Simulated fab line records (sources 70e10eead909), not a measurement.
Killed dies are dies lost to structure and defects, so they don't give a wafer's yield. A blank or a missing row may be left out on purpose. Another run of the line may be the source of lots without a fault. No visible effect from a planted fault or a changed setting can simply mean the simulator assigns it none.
fab line records	flow nand_harc
[record] lots = 13	wafers = 39	last_day = 34
route steps=1302 shown A_SGD_CUT@902
lots that met no fault: from a run of the same line without faults
start_h: hours from the record's opening day to when the first of the lot's shown wafers began	wait_h: how many hours have passed since the lot's step before this one	" same as the row above	L1.1+2: several wafers, shown together as one row	- value missing, or start not given	* or withheld: withheld	< > ~ a bound
route shown NAME@n: a module of which the file shows steps, and the number in the route of the first	usual: mean/standard deviation taken from wafers without a fault	same: alike in all rows	chamber/n: place in a boat	sites: each site's reading	_std_site: standard deviation of those values	_edge_site: outer sites' mean less inner sites'	radius_mm: for every site, how far away it sits from the centre of the wafer	mask NAME#n: copy n	behind: the most recent tool/chamber to have shaped the wafer	hold: why the lot was held/for how many hours/how that ended	device: the n, p or np transistor that did not switch	end of line: tests of these same wafers at the route's end	for a step that has no rows: nothing shown but its recipe	killed: at the first sort, the dies lost to defects and structure; wafer yield is something else	map: per-die view of a wafer (x killed, . not killed, _ where there is no die)
set.NAME: the setting that was run; set.NAME@STEP: the one run at that earlier step	model.NAME: the simulator's own value behind a step, which no gauge read
route steps across a sampled set of lots; one table per step, one row per wafer
services: a tool's chamber out of use, with start hour (start_h, from the record's first day; less than 0 if before it), hours out, and reason
[[steps]]
[step NHARC_A_SGD_CUT_OVL_MEAS_10]
[usual] overlay_x_nm = -0.1/0.69	overlay_y_nm = 0.1/0.88
lot.wafer	tool	chamber	start_h	wait_h	overlay_x_nm	overlay_y_nm
L785.2	overlay-02	-	425.90	-	-0.9	1.0
L785.5	"	-	"	"	-0.8	2.1
L785.6	"	-	"	"	-0.5	1.3
L786.2	overlay-01	-	447.11	-	0.7	-0.8
L786.5	"	-	"	"	0.7	-0.6
L786.6	"	-	"	"	0.8	-1.1
L789.2	overlay-01	-	473.17	-	-0.2	0.3
L789.3	"	-	"	"	-0.8	0.8
L789.4	"	-	"	"	-0.4	0.9
L788.1	overlay-01	-	474.36	-	1.5	0.4
L788.3	"	-	"	"	1.5	0.2
L788.5	"	-	"	"	1.0	-0.1
L790.2	overlay-01	-	485.92	-	0.7	0.2
L790.3	"	-	"	"	1.3	1.0
L790.4	"	-	"	"	1.1	1.0
L792.4	overlay-01	-	499.47	-	-0.3	-0.6
L792.5	"	-	"	"	0.2	-0.3
L792.6	"	-	"	"	0.4	-0.1
L793.1	overlay-01	-	518.72	-	-0.9	0.2
L793.2	"	-	"	"	-0.8	0.2
L793.4	"	-	"	"	-0.5	-0.1
L798.1	overlay-01	-	567.82	-	0.4	1.1
L798.3	"	-	"	"	0.2	1.0
L798.4	"	-	"	"	0.2	1.4
L800.1	overlay-01	-	585.81	-	-0.1	1.0
L800.4	"	-	"	"	-0.7	1.1
L800.5	"	-	"	"	-0.3	0.3
L804.4	overlay-01	-	635.81	-	-0.5	0.0
L804.5	"	-	"	"	-0.8	-0.1
L804.6	"	-	"	"	-0.6	-0.1
L806.1	overlay-02	-	652.48	-	0.7	0.1
L806.3	"	-	"	"	0.2	0.0
L806.6	"	-	"	"	0.8	0.6
L807.1	overlay-02	-	662.07	-	1.0	-0.7
L807.4	"	-	"	"	0.3	0.4
L807.6	"	-	"	"	0.5	0.1
L808.2	overlay-02	-	689.46	-	-1.2	2.1
L808.3	"	-	"	"	-1.3	2.1
L808.5	"	-	"	"	-0.5	1.7
[step NHARC_A_SGD_CUT_ETCH_16]
[recipe] target_depth_a = 3105	time_s = 155.2	c4f8_flow_sccm = withheld	o2_flow_sccm = 8	ar_flow_sccm = withheld	rf_w = 600	bias_w = 800	chemistry = C4F8/O2/Ar
[usual] oes_product_au = 0.974/0.012	rf_vpp_V = 724/3.4
lot.wafer	tool	chamber	start_h	wait_h	oes_product_au	rf_hours_counter_h	rf_vpp_V
L785.2	rie_diel-06	0	-	-	0.957	6	721
L785.6	"	2	"	"	0.984	-	726
L785.5	"	3	"	"	0.988	-	722
L786.2	rie_diel-11	2	-	-	0.979	1	726
L786.6	"	3	"	"	0.959	-	723
L786.5	"	0	"	"	0.977	-	720
L789.3	rie_diel-01	2	-	-	0.973	4	723
L789.4	"	3	"	"	0.962	4	720
L789.2	"	1	"	"	0.982	4	720
L788.1	rie_diel-06	0	-	-	0.951	8	720
L788.3	"	2	"	"	0.985	9	727
L788.5	"	0	"	"	0.952	-	719
L790.2	rie_diel-11	2	-	-	0.993	5	724
L790.3	"	3	"	"	0.979	5	722
L790.4	"	0	"	"	0.962	4	719
L792.4	rie_diel-01	0	-	-	0.961	6	729
L792.6	"	2	"	"	0.977	-	725
L792.5	"	3	"	"	0.961	-	720
L793.4	rie_diel-11	1	-	-	0.943	8	726
L793.1	"	2	"	"	0.973	8	725
L793.2	"	0	"	"	0.942	7	720
L798.3	rie_diel-01	2	-	-	0.970	0	723
L798.4	"	3	"	"	0.980	0	720
L798.1	"	1	"	"	0.966	0	721
L800.4	rie_diel-06	3	-	-	0.975	3	721
L800.1	"	0	"	"	0.976	3	720
L800.5	"	2	"	"	0.966	-	726
L804.4	rie_diel-06	0	-	-	0.952	6	720
L804.5	"	2	"	"	0.979	-	725
L804.6	"	3	"	"	0.974	-	719
L806.1	rie_diel-11	3	-	-	0.955	4	722
L806.3	"	1	"	"	0.977	4	728
L806.6	"	3	"	"	0.964	-	723
L807.4	rie_diel-01	1	-	-	0.967	6	722
L807.1	"	3	"	"	0.963	7	719
L807.6	"	1	"	"	0.979	-	721
L808.3	rie_diel-06	2	-	-	0.971	1	724
L808.2	"	0	"	"	0.978	1	719
L808.5	"	3	"	"	0.979	-	722
[step NHARC_A_SGD_CUT_CMP_21]
[recipe] target_thk_nm = 148.19
[usual] motor_current_A = 11.9/0.93	time_to_endpoint_s = 50/3.5
lot.wafer	tool	chamber	start_h	wait_h	motor_current_A	time_to_endpoint_s
L785.2	cmp-04	3	432.38	0.4	11.1	47
L785.5	"	0	"	"	11.8	48
L785.6	"	1	"	"	13.6	47
L786.2	cmp-04	0	455.63	0.4	11.4	42
L786.5	"	3	"	"	10.7	43
L786.6	"	0	"	"	11.6	47
L788.3	cmp-01	2	479.03	0.4	11.9	50
L788.1	"	1	"	"	12.5	52
L788.5	"	2	"	"	12.4	50
L789.4	cmp-02	2	479.06	0.4	11.7	48
L789.2	"	3	"	"	12.5	51
L789.3	"	0	"	"	10.3	44
L790.2	cmp-02	0	498.64	0.4	10.7	44
L790.3	"	1	"	"	11.9	53
L790.4	"	2	"	"	11.5	46
L792.4	cmp-02	1	506.93	0.6	12.5	54
L792.5	"	3	"	"	12.1	54
L792.6	"	0	"	"	10.6	47
L793.4	cmp-02	3	525.50	0.4	12.2	53
L793.2	"	0	"	"	11.2	48
L793.1	"	1	"	"	12.7	52
L798.1	cmp-01	0	573.70	0.4	13.0	52
L798.3	"	1	"	"	12.2	50
L798.4	"	2	"	"	11.5	98
L800.4	cmp-01	0	591.98	0.5	13.0	101
L800.1	"	2	"	"	12.6	49
L800.5	"	1	"	"	12.4	106
L804.4	cmp-01	2	641.49	0.4	12.2	47
L804.5	"	0	"	"	12.9	49
L804.6	"	1	"	"	12.9	48
L806.1	cmp-01	2	662.18	0.4	12.0	49
L806.3	"	3	"	"	10.5	52
L806.6	"	2	"	"	12.0	46
L807.4	cmp-01	1	671.19	0.4	12.3	53
L807.1	"	3	"	"	10.9	59
L807.6	"	0	"	"	13.3	51
L808.3	cmp-01	2	695.21	0.4	12.8	52
L808.2	"	1	"	"	12.5	53
L808.5	"	2	"	"	12.1	50
[step NHARC_A_SGD_CUT_ETCHBACK_24]
[recipe] target_depth_a = 500	over_etch_frac = 0.3	time_s = 92.857	ion_energy_ev = 120	ch3f_flow_sccm = 50	o2_flow_sccm = 30	ar_flow_sccm = 200	rf_w = 500	bias_w = 100	chemistry = CH3F/O2
[usual] drypump_motor_current_A = 5.62/0.24	mfc_ar_sccm = 200.0/0.6	oes_product_au = 0.97/0.034	rf_vpp_V = 244.5/1.6	showerhead_plenum_p_Torr = 2.48/0.083	throttle_valve_pct = 20.663/0.0087
lot.wafer	tool	chamber	start_h	wait_h	drypump_motor_current_A	mfc_ar_sccm	oes_product_au	rf_hours_counter_h	rf_vpp_V	showerhead_plenum_p_Torr	throttle_valve_pct
L785.2	rie_diel-06	2	432.82	0.2	5.78	199.8	0.93	6	245.3	2.52	20.670
L785.5	"	0	"	"	5.52	199.7	0.91	-	243.0	2.37	20.654
L785.6	"	1	"	"	5.82	199.9	0.93	-	246.4	2.61	20.663
L786.2	rie_diel-11	1	456.13	0.2	5.90	200.0	0.94	2	246.4	2.54	20.654
L786.6	"	2	"	"	5.19	200.7	0.93	-	244.7	2.49	20.658
L786.5	"	3	"	"	5.43	200.0	0.90	-	244.8	2.45	20.664
L789.4	rie_diel-06	2	479.51	0.2	5.80	200.0	0.99	9	245.0	2.51	20.661
L789.3	"	3	"	"	5.38	199.7	1.01	9	244.7	2.42	20.661
L789.2	"	0	"	"	5.53	201.3	0.98	8	242.2	2.37	20.663
L788.3	rie_diel-11	3	479.52	0.1	5.44	200.5	0.99	4	244.1	2.45	20.658
L788.1	"	1	"	"	5.83	201.4	1.00	4	246.3	2.54	20.660
L788.5	"	3	"	"	5.42	200.2	0.99	-	243.4	2.45	20.665
L790.2	rie_diel-11	0	499.12	0.1	5.68	200.1	0.92	5	243.6	2.38	20.676
L790.4	"	2	"	"	5.16	199.3	0.93	5	243.9	2.49	20.664
L790.3	"	3	"	"	5.43	199.3	0.91	5	244.6	2.45	20.669
L792.4	rie_diel-01	2	507.40	0.2	5.48	199.7	0.93	6	243.8	2.48	20.675
L792.6	"	3	"	"	5.88	200.5	0.92	-	242.4	2.37	20.663
L792.5	"	0	"	"	5.82	200.0	0.94	-	246.1	2.60	20.651
L793.1	rie_diel-06	2	525.97	0.1	5.82	199.1	1.00	2	246.1	2.51	20.677
L793.2	"	3	"	"	5.39	201.0	0.99	1	243.7	2.42	20.655
L793.4	"	1	"	"	5.83	199.9	0.98	2	246.3	2.61	20.662
L798.1	rie_diel-06	0	574.17	0.1	5.51	199.7	0.98	2	244.9	2.37	20.656
L798.3	"	3	"	"	5.39	200.4	1.01	1	244.6	2.42	20.653
L798.4	"	1	"	"	5.79	199.9	0.99	-	247.0	2.61	20.671
L800.1	rie_diel-06	1	592.46	0.2	5.86	199.9	0.93	7	246.4	2.61	20.646
L800.4	"	3	"	"	5.43	200.0	0.93	3	244.0	2.42	20.673
L800.5	"	1	"	"	5.84	200.3	0.94	-	247.6	2.61	20.677
L804.4	rie_diel-01	2	641.97	0.2	5.50	200.0	0.98	6	243.8	2.48	20.660
L804.6	"	3	"	"	5.93	199.1	0.99	-	243.1	2.37	20.675
L804.5	"	0	"	"	5.81	199.2	0.98	-	246.8	2.60	20.669
L806.1	rie_diel-11	0	662.64	0.1	5.67	199.6	0.92	5	243.7	2.37	20.650
L806.3	"	2	"	"	5.20	199.8	0.94	4	244.8	2.48	20.661
L806.6	"	1	"	"	5.90	200.7	0.93	-	245.7	2.54	20.657
L807.4	rie_diel-11	2	671.72	0.2	5.16	199.5	0.99	5	245.0	2.48	20.659
L807.1	"	3	"	"	5.38	199.9	0.98	5	243.6	2.44	20.669
L807.6	"	2	"	"	5.16	200.0	0.99	-	245.2	2.48	20.687
L808.2	rie_diel-01	1	695.70	0.1	5.22	200.6	0.99	8	242.5	2.41	20.661
L808.3	"	3	"	"	5.89	199.7	0.98	8	243.6	2.37	20.667
L808.5	"	0	"	"	5.83	199.1	1.00	-	246.6	2.60	20.659
[[services]]
tool	chamber	start_h	hours	kind
rie_diel-01	1	409.13	4.7	repair
rie_diel-11	-	420.88	1.4	repair
rie_diel-11	-	432.50	9.0	pm
cmp-01	-	432.68	2.5	repair
rie_diel-06	1	434.92	2.4	repair
rie_diel-11	2	451.38	3.3	repair
rie_diel-06	1	455.89	3.6	repair
rie_diel-06	0	458.89	4.4	repair
cmp-01	-	479.50	4.0	pm
rie_diel-06	-	484.30	9.0	pm
cmp-01	-	506.65	1.2	repair
rie_diel-06	3	529.79	30.2	repair
rie_diel-06	0	533.74	22.4	repair
rie_diel-11	0	547.04	3.9	repair
rie_diel-06	1	547.11	2.3	repair
rie_diel-01	-	557.80	9.0	pm
rie_diel-06	2	573.13	8.4	repair
cmp-01	-	577.50	4.0	pm
cmp-01	-	604.26	6.3	repair
rie_diel-11	-	609.50	9.0	pm
cmp-01	-	625.15	2.0	repair
rie_diel-06	-	661.30	9.0	pm
cmp-01	-	675.50	4.0	pm
cmp-01	-	681.67	3.6	repair
[[key]]
[first_sign] step = NHARC_A_SGD_CUT_CMP_21	reading = time_to_endpoint_s	direction = up	sigmas = 15	usual = *	struck = *
effect none on later readings
met_at NHARC_A_SGD_CUT_CMP_21
struck_lots L798,L800
struck_wafers L798.4,L800.4,L800.5
tester_left_out L798,L800
not_acting_at NHARC_A_SGD_CUT_OVL_MEAS_10,NHARC_A_SGD_CUT_ETCH_16,NHARC_A_SGD_CUT_ETCHBACK_24
onset_between 479.03 573.70
[fault] kind = process_parameter_drift	tool = cmp-01	chamber = -	onset_h = 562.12	steps = NHARC_A_SGD_CUT_CMP_21	channel = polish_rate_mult	offset = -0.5	shape = step	end_h = 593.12	scope = struck_wafers_only
// tester_left_out: of these lots the tester's yield and bins aren't shown, on N5 and GAA mostly nor the transistor test; their killed dies are dies lost to structure and defects alone, not to doping, threshold or leakage, so they don't give the yield
